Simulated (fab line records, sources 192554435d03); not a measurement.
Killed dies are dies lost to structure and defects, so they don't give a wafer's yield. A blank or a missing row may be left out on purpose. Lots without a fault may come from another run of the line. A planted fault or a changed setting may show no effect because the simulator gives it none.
Chamber matching | flow n5_finfet | N5_BEOL_M0_SAQP_DESCUM_45 on rie_diel-06: 4 sister chambers
The step chemistry O2, time 7 s. 14 wafers are shown with their chamber, then 7 later ones without.

WAFERS WITH THEIR CHAMBER
wafer  | chamber | showerhead_plenum_p_Torr (Torr) | throttle_valve_pct (%) | oes_product_au (a.u.)
L074.1 | 2       | 2.24                            | 20.41                  | 0.85
L074.2 | 3       | 1.93                            | 20.04                  | 0.82
L074.4 | 3       | 1.93                            | 20.04                  | 0.81
L081.2 | 2       | 2.23                            | 20.43                  | 0.84
L081.3 | 1       | 2.07                            | 20.49                  | 0.68
L081.6 | 1       | 2.07                            | 20.49                  | 0.67
L083.1 | 2       | 2.23                            | 20.45                  | 0.83
L083.2 | 0       | 2.12                            | 20.04                  | 0.96
L083.5 | 2       | 2.23                            | 20.45                  | 0.84
L087.1 | 3       | 1.92                            | 20.10                  | 0.80
L087.4 | 1       | 2.06                            | 20.51                  | 0.67
L087.5 | 3       | 1.92                            | 20.08                  | 0.79
L094.2 | 3       | 1.92                            | 20.10                  | 0.78
L094.4 | 0       | 2.11                            | 20.07                  | 0.91

SIGNATURES (means of the wafers above)
reading                  | chamber 0 | chamber 1 | chamber 2 | chamber 3 | scatter within a chamber
showerhead_plenum_p_Torr | 2.1150    | 2.0667    | 2.2325    | 1.9240    | 0.00558
throttle_valve_pct       | 20.0550   | 20.4967   | 20.4350   | 20.0720   | 0.0234
oes_product_au           | 0.9350    | 0.6733    | 0.8400    | 0.8000    | 0.0159
Rule: a wafer's distance from a chamber is the root of the sum, over the readings, of the square of ((its reading less the chamber's mean) divided by the reading's scatter). The wafer belongs to the nearest chamber; if the next one is less than 2 further off, it can't be placed. The scatter: the root of (the sum of the squares of (reading less its chamber's mean) over the shown wafers, divided by (wafers less chambers)).

WAFERS WITHOUT THEIR CHAMBER
wafer  | showerhead_plenum_p_Torr (Torr) | throttle_valve_pct (%) | oes_product_au (a.u.)
L094.6 | 1.92                            | 20.11                  | 0.77
L095.1 | 2.11                            | 20.08                  | 0.91
L095.3 | 2.22                            | 20.48                  | 0.82
L095.5 | 2.22                            | 20.47                  | 0.82
L096.2 | 2.22                            | 20.48                  | 0.81
L096.4 | 1.92                            | 20.11                  | 0.78
L096.6 | 2.22                            | 20.49                  | 0.81

WHICH CHAMBER EACH WENT THROUGH
wafer  | from the rows above | in truth
L094.6 | 3                   | 3
L095.1 | 0                   | 0
L095.3 | 2                   | 2
L095.5 | 2                   | 2
L096.2 | 2                   | 2
L096.4 | 3                   | 3
L096.6 | 2                   | 2
Placed correctly: 7 of 7. Can't be placed from these rows: 0. Placed wrongly: 0.
